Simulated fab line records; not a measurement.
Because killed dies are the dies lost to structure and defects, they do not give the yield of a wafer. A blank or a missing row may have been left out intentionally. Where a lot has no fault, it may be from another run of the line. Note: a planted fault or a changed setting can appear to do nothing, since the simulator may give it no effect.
fab line records ; flow nand-harc ; part 1 of 2: steps 1 to 4 of 6
[record] lots = 22; wafers = 66; last-day = 33
route steps=1302 shown A_STAIRCASE@674
lots that met no fault: from a run of the same line without faults
start-h: start of the lot's first displayed wafer, in hours after the record's first day ; wait-h: time in hours since the lot's previous step ; " repeats the value in the row above ; L1.1+2: a single row standing in for several wafers ; - either no value or no given start ; * or withheld: withheld ; < > ~ a bound
route shown NAME@n: NAME is a module with steps in the file, n the number in the route of the first one ; usual: average and standard deviation across the fault-free wafers ; same: alike in all rows ; chamber/n: place in a boat ; sites: each site's reading ; _std_site: the standard deviation of these ; _edge_site: the outer-site mean with the inner-site mean subtracted ; radius-mm: for every site, how far away it sits from the centre of the wafer ; mask NAME#n: copy n ; behind: the tool/chamber that last shaped the wafer ; hold: the reason the lot was held/the length of the hold in hours/how it ended ; device: the transistor (n, p or np) that didn't switch ; end of line: tests run on the same wafers once the route is complete ; a step without rows: its recipe alone ; killed: count of dies lost to structure and defects at first sort (not the wafer's yield) ; map: a wafer's dies, x killed, . not, _ none there
set.NAME: the setting the step ran with; set.NAME@STEP: the setting that earlier step ran with ; model.NAME: the simulator's own value behind a step, which no gauge read
route steps across a sampled set of lots; one table per step, one row per wafer
services: when a tool's chamber went out of use (start-h, in hours from the record's first day, below 0 if earlier), for how many hours, and the reason
[[steps]]
[step NHARC_A_STAIRCASE_TRIM_18]
[recipe] time-s = 211.2; o2-flow-sccm = 500; ar-flow-sccm = 0; bias-w = 0; chemistry = O2
[usual] drypump-motor-current-A = 6.0/0.36; oes-product-au = 1.000/0.0084; rf-vpp-V = 57.7/0.86; showerhead-plenum-p-Torr = 3.50/0.1; throttle-valve-pct = 17.035/0.0092
lot.wafer;tool;chamber;start-h;wait-h;drypump-motor-current-A;oes-product-au;rf-hours-counter-h;rf-vpp-V;showerhead-plenum-p-Torr;throttle-valve-pct
L074.4;rie-diel-07;3;-;-;5.9;1.023;13;59.1;3.66;17.031
L074.6;rie-diel-07;1;-;-;6.1;0.997;-;57.2;3.51;17.042
L074.5;rie-diel-07;2;-;-;5.7;0.997;-;58.4;3.34;17.039
L075.3;rie-diel-03;1;-;-;6.3;1.001;26;56.5;3.47;17.036
L075.4;rie-diel-03;2;-;-;6.0;0.998;26;59.8;3.73;17.035
L075.6;rie-diel-03;0;-;-;6.1;1.014;-;56.5;3.50;17.025
L076.2;rie-diel-07;1;-;-;6.0;0.990;24;57.1;3.51;17.039
L076.1;rie-diel-07;0;-;-;5.1;1.001;24;57.3;3.50;17.023
L076.6;rie-diel-07;2;-;-;5.7;0.993;-;59.2;3.34;17.033
L079.2;rie-diel-01;3;-;-;6.5;1.000;1;57.8;3.54;17.042
L079.4;rie-diel-01;1;-;-;6.5;1.007;1;57.1;3.44;17.024
L079.5;rie-diel-01;3;-;-;6.5;0.996;-;59.0;3.54;17.036
L078.4;rie-diel-01;0;-;-;5.7;0.995;1;57.5;3.53;17.032
L078.3;rie-diel-01;1;-;-;6.5;1.009;1;57.4;3.44;17.037
L078.5;rie-diel-01;3;-;-;6.5;1.007;-;58.2;3.54;17.036
L080.3;rie-diel-01;1;-;-;6.5;0.994;3;57.2;3.44;17.044
L080.1;rie-diel-01;3;-;-;6.5;0.999;3;58.4;3.54;17.026
L080.2;rie-diel-01;0;-;-;5.7;1.002;3;57.4;3.53;17.040
L081.1;rie-diel-03;1;-;-;6.3;0.987;45;57.3;3.46;17.017
L081.3;rie-diel-03;2;-;-;6.1;0.984;44;57.4;3.72;17.049
L081.5;rie-diel-03;0;-;-;6.1;0.998;-;59.5;3.49;17.023
L082.4;rie-diel-01;2;-;-;6.0;1.004;9;58.7;3.41;17.049
L082.3;rie-diel-01;0;-;-;5.7;0.986;7;59.4;3.53;17.011
L082.5;rie-diel-01;2;-;-;6.0;0.993;-;57.7;3.41;17.031
L084.4;rie-diel-03;3;-;-;6.2;0.997;49;59.0;3.66;17.058
L084.2;rie-diel-03;2;-;-;6.1;0.996;53;58.3;3.72;17.037
L084.6;rie-diel-03;3;-;-;6.2;1.002;-;59.1;3.66;17.041
L083.3;rie-diel-01;1;-;-;6.5;1.005;19;56.4;3.43;17.036
L083.4;rie-diel-01;2;-;-;6.0;1.015;20;57.7;3.41;17.027
L083.6;rie-diel-01;1;-;-;6.5;1.008;-;56.6;3.43;17.036
L085.2;rie-diel-01;2;-;-;6.0;1.003;23;57.7;3.41;17.027
L085.6;rie-diel-01;3;-;-;6.5;1.002;-;56.8;3.53;17.036
L085.5;rie-diel-01;0;-;-;5.7;0.995;-;56.2;3.52;17.030
L086.1;rie-diel-01;0;-;-;5.7;0.994;23;57.5;3.52;17.041
L086.4;rie-diel-01;2;-;-;6.0;1.002;28;56.3;3.40;17.044
L086.2;rie-diel-01;3;-;-;6.5;1.000;25;57.2;3.53;17.053
L087.3;rie-diel-07;0;-;-;5.1;1.005;0;56.8;3.48;17.037
L087.6;rie-diel-07;2;-;-;5.7;1.002;-;58.0;3.32;17.032
L087.5;rie-diel-07;3;-;-;5.9;1.002;-;57.5;3.64;17.040
L088.3;rie-diel-03;2;-;-;6.0;0.993;6;58.2;3.72;17.048
L088.4;rie-diel-03;1;-;-;6.3;0.987;-;56.7;3.45;17.030
L088.5;rie-diel-03;2;-;-;6.0;1.007;-;58.0;3.72;17.038
L089.3;rie-diel-07;0;-;-;5.1;0.987;4;57.6;3.48;17.036
L089.1;rie-diel-07;1;-;-;6.0;0.997;3;56.3;3.49;17.027
L089.5;rie-diel-07;0;-;-;5.2;0.997;-;57.6;3.48;17.037
L091.1;rie-diel-03;3;-;-;6.2;0.990;10;57.4;3.65;17.032
L091.4;rie-diel-03;0;-;-;6.1;1.008;17;57.0;3.47;17.035
L091.2;rie-diel-03;2;-;-;6.1;1.000;12;58.5;3.71;17.026
L090.4;rie-diel-07;0;-;-;5.2;1.009;9;58.5;3.47;17.035
L090.3;rie-diel-07;3;-;-;5.8;0.989;10;57.9;3.63;17.032
L090.6;rie-diel-07;1;-;-;6.1;0.988;-;57.8;3.49;17.048
L093.4;rie-diel-07;0;-;-;5.1;0.993;19;57.4;3.47;17.042
L093.5;rie-diel-07;1;-;-;6.0;1.000;-;56.9;3.48;17.040
L093.6;rie-diel-07;2;-;-;5.7;1.007;-;58.0;3.31;17.015
L094.1;rie-diel-07;2;-;-;5.7;1.003;22;57.5;3.31;17.027
L094.2;rie-diel-07;3;-;-;5.9;1.005;21;58.2;3.62;17.033
L094.3;rie-diel-07;0;-;-;5.1;0.990;20;57.7;3.47;17.017
L095.1;rie-diel-07;2;-;-;5.7;1.004;27;57.8;3.30;17.037
L095.4;rie-diel-07;0;-;-;5.1;0.984;24;57.3;3.47;17.040
L095.6;rie-diel-07;3;-;-;5.9;0.999;-;59.2;3.62;17.038
L096.2;rie-diel-01;2;-;-;6.0;1.007;1;56.5;3.39;17.019
L096.5;rie-diel-01;1;-;-;6.5;1.012;-;57.8;3.41;17.013
L096.6;rie-diel-01;2;-;-;6.0;1.006;-;58.3;3.39;17.026
L097.2;rie-diel-03;3;-;-;6.2;1.004;32;58.0;3.64;17.035
L097.3;rie-diel-03;0;-;-;6.1;1.012;38;58.3;3.46;17.032
L097.5;rie-diel-03;0;-;-;6.1;1.014;-;57.7;3.46;17.022
[step NHARC_A_STAIRCASE_ETCH_27]
[recipe] target-depth-a = 1000; time-s = 40.5; ion-energy-ev = 400; c4f8-flow-sccm = 20; o2-flow-sccm = 10; ar-flow-sccm = withheld; rf-w = 600; bias-w = 1000; chemistry = C4F8/O2
[usual] oes-product-au = 0.942/0.011; rf-vpp-V = 895/4.5
lot.wafer;tool;chamber;start-h;wait-h;oes-product-au;rf-hours-counter-h;rf-vpp-V
L074.4;rie-diel-01;2;-;-;0.960;49;891
L074.5;rie-diel-01;1;-;-;0.947;-;893
L074.6;rie-diel-01;2;-;-;0.957;-;892
L075.3;rie-diel-07;1;-;-;0.940;24;895
L075.4;rie-diel-07;0;-;-;0.933;24;896
L075.6;rie-diel-07;2;-;-;0.952;-;889
L076.1;rie-diel-07;0;-;-;0.910;25;896
L076.2;rie-diel-07;1;-;-;0.929;25;894
L076.6;rie-diel-07;1;-;-;0.922;-;895
L079.2;rie-diel-03;2;-;-;0.941;34;904
L079.4;rie-diel-03;1;-;-;0.943;34;894
L079.5;rie-diel-03;2;-;-;0.939;-;903
L078.4;rie-diel-07;2;-;-;0.946;31;888
L078.3;rie-diel-07;3;-;-;0.956;30;901
L078.5;rie-diel-07;1;-;-;0.945;-;896
L080.1;rie-diel-07;0;-;-;0.933;34;894
L080.2;rie-diel-07;1;-;-;0.957;34;895
L080.3;rie-diel-07;3;-;-;0.959;32;902
L082.3;rie-diel-03;2;-;-;0.943;45;904
L082.4;rie-diel-03;3;-;-;0.945;43;901
L082.5;rie-diel-03;2;-;-;0.941;-;903
L081.1;rie-diel-07;3;-;-;0.944;38;902
L081.3;rie-diel-07;1;-;-;0.917;41;894
L081.5;rie-diel-07;0;-;-;0.926;-;895
L084.4;rie-diel-01;0;-;-;0.944;17;896
L084.2;rie-diel-01;1;-;-;0.935;19;892
L084.6;rie-diel-01;1;-;-;0.948;-;893
L083.3;rie-diel-07;1;-;-;0.937;52;895
L083.6;rie-diel-07;2;-;-;0.948;-;889
L083.4;rie-diel-07;3;-;-;0.946;-;899
L085.2;rie-diel-07;3;-;-;0.954;54;900
L085.5;rie-diel-07;2;-;-;0.949;-;888
L085.6;rie-diel-07;3;-;-;0.953;-;901
L086.2;rie-diel-03;3;-;-;0.925;5;900
L086.4;rie-diel-03;0;-;-;0.942;5;894
L086.1;rie-diel-03;1;-;-;0.916;5;893
L087.3;rie-diel-03;0;-;-;0.952;9;894
L087.6;rie-diel-03;3;-;-;0.951;-;901
L087.5;rie-diel-03;0;-;-;0.946;-;895
L088.3;rie-diel-03;0;-;-;0.955;12;893
L088.5;rie-diel-03;1;-;-;0.936;-;894
L088.4;rie-diel-03;2;-;-;0.950;-;902
L089.1;rie-diel-07;3;-;-;0.950;5;900
L089.3;rie-diel-07;0;-;-;0.938;5;895
L089.5;rie-diel-07;2;-;-;0.954;-;889
L091.4;rie-diel-03;2;-;-;0.952;13;903
L091.2;rie-diel-03;0;-;-;0.946;18;894
L091.1;rie-diel-03;1;-;-;0.948;18;892
L090.4;rie-diel-07;1;-;-;0.929;9;894
L090.3;rie-diel-07;2;-;-;0.945;10;887
L090.6;rie-diel-07;0;-;-;0.931;-;894
L094.1;rie-diel-03;1;-;-;0.921;28;892
L094.3;rie-diel-03;2;-;-;0.944;22;902
L094.2;rie-diel-03;3;-;-;0.934;20;899
L093.4;rie-diel-07;1;-;-;0.939;21;894
L093.6;rie-diel-07;1;-;-;0.949;-;894
L093.5;rie-diel-07;2;-;-;0.947;-;887
L095.1;rie-diel-07;0;-;-;0.939;25;893
L095.4;rie-diel-07;1;-;-;0.949;27;893
L095.6;rie-diel-07;3;-;-;0.935;-;900
L096.2;rie-diel-01;0;-;-;0.939;1;895
L096.5;rie-diel-01;3;-;-;0.931;-;894
L096.6;rie-diel-01;0;-;-;0.932;-;895
L097.3;rie-diel-03;2;-;-;0.954;36;901
L097.2;rie-diel-03;0;-;-;0.967;39;894
L097.5;rie-diel-03;1;-;-;0.932;-;893
[step NHARC_A_STAIRCASE_DESCUM_186]
[recipe] time-s = 3; o2-flow-sccm = 200; ar-flow-sccm = 0; bias-power-w = 0; chemistry = O2
[usual] drypump-motor-current-A = 5.9/0.38; oes-product-au = 1.002/0.01; rf-vpp-V = 57.8/0.79; showerhead-plenum-p-Torr = 1.91/0.066; throttle-valve-pct = 11.312/0.0091
lot.wafer;tool;chamber;start-h;wait-h;drypump-motor-current-A;oes-product-au;rf-hours-counter-h;rf-vpp-V;showerhead-plenum-p-Torr;throttle-valve-pct
L074.4;rie-diel-07;3;355.17;-;5.9;1.022;13;57.9;1.99;11.322
L074.5;rie-diel-07;0;355.17;-;5.1;0.994;-;57.4;1.90;11.308
L074.6;rie-diel-07;1;355.17;-;6.0;0.997;-;57.4;1.90;11.322
L075.3;rie-diel-03;0;379.41;-;6.1;1.001;26;58.3;1.90;11.329
L075.4;rie-diel-03;2;379.41;-;6.0;1.002;26;57.7;2.03;11.305
L075.6;rie-diel-03;3;379.41;-;6.2;0.993;-;57.8;2.00;11.312
L076.2;rie-diel-07;2;385.08;-;5.7;1.004;25;58.8;1.80;11.334
L076.1;rie-diel-07;1;385.08;-;6.0;0.988;27;57.4;1.90;11.314
L076.6;rie-diel-07;3;385.08;-;5.8;1.013;-;57.3;1.99;11.302
L079.4;rie-diel-07;0;399.87;-;5.1;0.997;33;58.4;1.89;11.300
L079.2;rie-diel-07;1;399.87;-;6.0;0.991;33;56.0;1.90;11.306
L079.5;rie-diel-07;3;399.87;-;5.9;1.012;-;57.1;1.99;11.312
L078.4;rie-diel-07;2;400.15;-;5.6;1.001;31;57.3;1.80;11.320
L078.3;rie-diel-07;0;400.15;-;5.1;0.984;33;58.6;1.89;11.303
L078.5;rie-diel-07;2;400.15;-;5.6;1.000;-;57.4;1.80;11.323
L080.2;rie-diel-03;1;406.34;-;6.3;0.995;38;56.8;1.88;11.318
L080.1;rie-diel-03;2;406.34;-;6.1;0.995;37;59.2;2.03;11.318
L080.3;rie-diel-03;3;406.34;-;6.2;0.989;39;57.7;1.99;11.312
L082.4;rie-diel-07;2;426.95;-;5.7;0.997;40;57.3;1.80;11.306
L082.3;rie-diel-07;3;426.95;-;5.9;1.025;39;58.0;1.98;11.304
L082.5;rie-diel-07;3;426.95;-;5.8;1.020;-;59.8;1.98;11.333
L081.3;rie-diel-07;3;427.97;-;5.8;1.015;39;58.4;1.98;11.307
L081.1;rie-diel-07;2;427.97;-;5.6;1.006;40;57.4;1.80;11.316
L081.5;rie-diel-07;0;427.97;-;5.1;1.006;-;56.5;1.89;11.313
L084.2;rie-diel-01;3;458.47;-;6.5;1.001;19;56.6;1.91;11.309
L084.4;rie-diel-01;0;458.47;-;5.7;0.994;18;58.4;1.91;11.307
L084.6;rie-diel-01;3;458.47;-;6.4;0.998;-;57.4;1.91;11.320
L083.3;rie-diel-01;1;459.37;-;6.5;1.003;20;57.1;1.86;11.313
L083.4;rie-diel-01;3;459.37;-;6.5;1.006;20;57.3;1.91;11.304
L083.6;rie-diel-01;2;459.37;-;6.0;1.004;-;58.0;1.84;11.316
L085.2;rie-diel-01;1;463.56;-;6.5;0.997;22;57.2;1.86;11.308
L085.6;rie-diel-01;3;463.56;-;6.5;1.006;-;57.9;1.91;11.337
L085.5;rie-diel-01;0;463.56;-;5.7;0.993;-;58.5;1.91;11.307
L086.1;rie-diel-01;2;477.69;-;6.0;1.018;29;56.8;1.84;11.316
L086.4;rie-diel-01;3;477.69;-;6.5;1.018;26;57.4;1.91;11.312
L086.2;rie-diel-01;0;477.69;-;5.7;0.994;25;57.9;1.91;11.299
L087.3;rie-diel-03;2;486.08;-;6.0;1.012;4;59.1;2.02;11.288
L087.5;rie-diel-03;3;486.08;-;6.2;0.993;-;58.8;1.99;11.307
L087.6;rie-diel-03;0;486.08;-;6.1;1.008;-;57.2;1.88;11.319
L088.4;rie-diel-07;2;502.20;-;5.7;1.008;5;57.8;1.79;11.313
L088.3;rie-diel-07;3;502.20;-;5.8;1.005;6;58.0;1.97;11.309
L088.5;rie-diel-07;3;502.20;-;5.9;1.008;-;58.0;1.97;11.320
L089.1;rie-diel-07;0;502.26;-;5.1;1.006;5;56.9;1.88;11.312
L089.3;rie-diel-07;1;502.26;-;6.0;0.989;5;58.5;1.89;11.321
L089.5;rie-diel-07;0;502.26;-;5.1;0.992;-;56.9;1.88;11.318
L091.4;rie-diel-07;3;513.45;-;5.9;1.004;10;57.1;1.97;11.312
L091.2;rie-diel-07;1;513.45;-;6.0;1.004;9;56.7;1.89;11.320
L091.1;rie-diel-07;2;513.45;-;5.7;1.002;10;58.3;1.79;11.320
L090.3;rie-diel-03;1;513.70;-;6.3;0.986;18;58.0;1.86;11.306
L090.4;rie-diel-03;0;513.70;-;6.1;1.008;18;57.5;1.88;11.328
L090.6;rie-diel-03;1;513.70;-;6.3;0.984;-;59.1;1.87;11.306
L094.2;rie-diel-01;2;546.12;-;6.0;0.996;54;57.2;1.83;11.316
L094.3;rie-diel-01;3;546.12;-;6.5;0.996;48;58.4;1.90;11.306
L094.1;rie-diel-01;0;546.12;-;5.7;1.002;49;58.4;1.90;11.324
L093.4;rie-diel-07;2;546.40;-;5.7;1.015;23;57.0;1.78;11.317
L093.6;rie-diel-07;0;546.40;-;5.1;0.994;-;59.2;1.88;11.296
L093.5;rie-diel-07;1;546.40;-;6.0;0.996;-;57.0;1.88;11.321
L095.1;rie-diel-03;3;566.63;-;6.2;0.999;30;57.8;1.98;11.301
L095.4;rie-diel-03;0;566.63;-;6.1;1.018;36;58.3;1.88;11.311
L095.6;rie-diel-03;0;566.63;-;6.0;1.004;-;59.0;1.88;11.302
L096.2;rie-diel-03;1;579.00;-;6.3;0.987;41;57.5;1.86;11.306
L096.5;rie-diel-03;1;579.00;-;6.3;0.995;-;58.6;1.86;11.308
L096.6;rie-diel-03;2;579.00;-;6.0;1.011;-;59.0;2.01;11.306
L097.2;rie-diel-01;3;579.40;-;6.5;1.001;2;57.3;1.90;11.334
L097.3;rie-diel-01;0;579.40;-;5.7;0.989;1;58.6;1.90;11.311
L097.5;rie-diel-01;2;579.40;-;6.0;1.017;-;56.6;1.83;11.295
[step NHARC_A_STAIRCASE_TRIM_193]
[recipe] time-s = 211.2; o2-flow-sccm = 500; ar-flow-sccm = 0; bias-w = 0; chemistry = O2
[usual] drypump-motor-current-A = 6.0/0.36; oes-product-au = 1.001/0.011; rf-vpp-V = 57.7/0.9; showerhead-plenum-p-Torr = 3.50/0.11; throttle-valve-pct = 17.036/0.0086
lot.wafer;tool;chamber;start-h;wait-h;drypump-motor-current-A;oes-product-au;rf-hours-counter-h;rf-vpp-V;showerhead-plenum-p-Torr;throttle-valve-pct
L074.4;rie-diel-07;3;-;-;5.9;1.019;13;56.5;3.66;17.050
L074.5;rie-diel-07;3;-;-;5.9;1.017;-;57.5;3.66;17.047
L074.6;rie-diel-07;0;-;-;5.2;0.994;-;57.8;3.50;17.027
L075.3;rie-diel-03;3;-;-;6.2;0.996;26;57.7;3.67;17.025
L075.4;rie-diel-03;1;-;-;6.3;1.005;27;57.2;3.47;17.029
L075.6;rie-diel-03;2;-;-;6.0;0.999;-;58.7;3.73;17.018
L076.1;rie-diel-07;1;-;-;6.0;1.001;27;59.7;3.51;17.050
L076.2;rie-diel-07;2;-;-;5.7;0.993;26;57.1;3.34;17.037
L076.6;rie-diel-07;3;-;-;5.9;1.017;-;58.9;3.66;17.035
L079.2;rie-diel-07;1;-;-;6.1;0.982;33;56.6;3.50;17.054
L079.4;rie-diel-07;3;-;-;5.9;1.011;31;58.4;3.65;17.026
L079.5;rie-diel-07;2;-;-;5.7;0.998;-;57.7;3.33;17.021
L078.4;rie-diel-07;2;-;-;5.7;1.004;32;58.0;3.33;17.039
L078.3;rie-diel-07;0;-;-;5.1;0.984;33;57.8;3.49;17.031
L078.5;rie-diel-07;3;-;-;5.9;1.020;-;59.1;3.65;17.040
L080.2;rie-diel-03;0;-;-;6.1;0.999;40;57.0;3.49;17.023
L080.3;rie-diel-03;1;-;-;6.3;1.003;38;57.6;3.46;17.042
L080.1;rie-diel-03;2;-;-;6.0;0.997;38;59.2;3.73;17.025
L082.3;rie-diel-07;2;-;-;5.7;1.004;40;57.0;3.33;17.022
L082.4;rie-diel-07;3;-;-;5.9;1.024;39;58.8;3.65;17.036
L082.5;rie-diel-07;3;-;-;5.9;1.031;-;57.0;3.65;17.033
L081.3;rie-diel-07;2;-;-;5.7;0.999;41;58.0;3.33;17.021
L081.1;rie-diel-07;1;-;-;6.1;0.988;42;56.4;3.50;17.039
L081.5;rie-diel-07;2;-;-;5.7;1.006;-;56.0;3.33;17.025
L084.2;rie-diel-01;3;-;-;6.5;1.005;20;56.3;3.53;17.037
L084.4;rie-diel-01;1;-;-;6.5;0.985;20;57.3;3.43;17.033
L084.6;rie-diel-01;0;-;-;5.7;0.989;-;57.3;3.52;17.043
L083.4;rie-diel-01;3;-;-;6.5;1.009;21;57.6;3.53;17.038
L083.3;rie-diel-01;1;-;-;6.5;0.997;21;55.4;3.43;17.038
L083.6;rie-diel-01;2;-;-;6.0;0.998;-;57.7;3.41;17.028
L085.2;rie-diel-01;3;-;-;6.5;0.997;22;56.2;3.53;17.030
L085.6;rie-diel-01;2;-;-;6.0;1.003;-;57.3;3.41;17.032
L085.5;rie-diel-01;3;-;-;6.5;1.000;-;56.1;3.53;17.038
L086.4;rie-diel-01;0;-;-;5.7;1.005;25;56.5;3.52;17.023
L086.1;rie-diel-01;1;-;-;6.5;1.004;28;57.8;3.43;17.032
L086.2;rie-diel-01;2;-;-;6.0;1.015;29;56.3;3.40;17.029
L087.3;rie-diel-03;0;-;-;6.1;1.011;9;55.8;3.48;17.036
L087.5;rie-diel-03;0;-;-;6.1;1.012;-;56.2;3.48;17.024
L087.6;rie-diel-03;1;-;-;6.3;0.987;-;57.6;3.45;17.042
L088.4;rie-diel-07;1;-;-;6.0;0.998;5;59.2;3.49;17.038
L088.3;rie-diel-07;2;-;-;5.7;0.998;6;56.1;3.31;17.031
L088.5;rie-diel-07;1;-;-;6.0;0.983;-;57.3;3.49;17.045
L089.1;rie-diel-07;2;-;-;5.7;1.001;6;55.7;3.31;17.035
L089.3;rie-diel-07;0;-;-;5.1;0.990;6;58.5;3.47;17.038
L089.5;rie-diel-07;1;-;-;6.0;1.001;-;57.7;3.49;17.045
L091.1;rie-diel-07;2;-;-;5.7;0.999;10;57.8;3.31;17.049
L091.4;rie-diel-07;3;-;-;5.8;0.998;11;56.8;3.63;17.029
L091.2;rie-diel-07;1;-;-;6.0;1.005;9;58.5;3.49;17.041
L090.3;rie-diel-03;1;-;-;6.3;0.972;19;58.2;3.45;17.031
L090.4;rie-diel-03;3;-;-;6.2;0.984;11;57.9;3.65;17.045
L090.6;rie-diel-03;1;-;-;6.3;0.987;-;59.0;3.45;17.043
L094.2;rie-diel-01;0;-;-;5.7;0.994;49;57.8;3.50;17.034
L094.3;rie-diel-01;2;-;-;6.0;1.001;54;56.4;3.39;17.041
L094.1;rie-diel-01;3;-;-;6.5;0.996;48;58.1;3.51;17.034
L093.4;rie-diel-07;0;-;-;5.1;1.003;21;56.5;3.47;17.030
L093.6;rie-diel-07;2;-;-;5.7;1.008;-;57.8;3.30;17.040
L093.5;rie-diel-07;3;-;-;5.9;1.013;-;57.7;3.62;17.042
L095.1;rie-diel-03;3;-;-;6.2;1.000;31;56.8;3.64;17.030
L095.4;rie-diel-03;0;-;-;6.1;1.004;37;58.5;3.46;17.027
L095.6;rie-diel-03;2;-;-;6.0;1.000;-;57.8;3.70;17.027
L096.2;rie-diel-03;1;-;-;6.3;0.994;41;56.3;3.43;17.036
L096.5;rie-diel-03;0;-;-;6.1;1.012;-;58.7;3.46;17.042
L096.6;rie-diel-03;1;-;-;6.3;1.004;-;57.4;3.43;17.036
L097.3;rie-diel-01;0;-;-;5.6;1.003;2;58.5;3.50;17.043
L097.2;rie-diel-01;3;-;-;6.5;1.004;2;58.1;3.51;17.024
L097.5;rie-diel-01;0;-;-;5.7;1.007;-;57.6;3.50;17.031
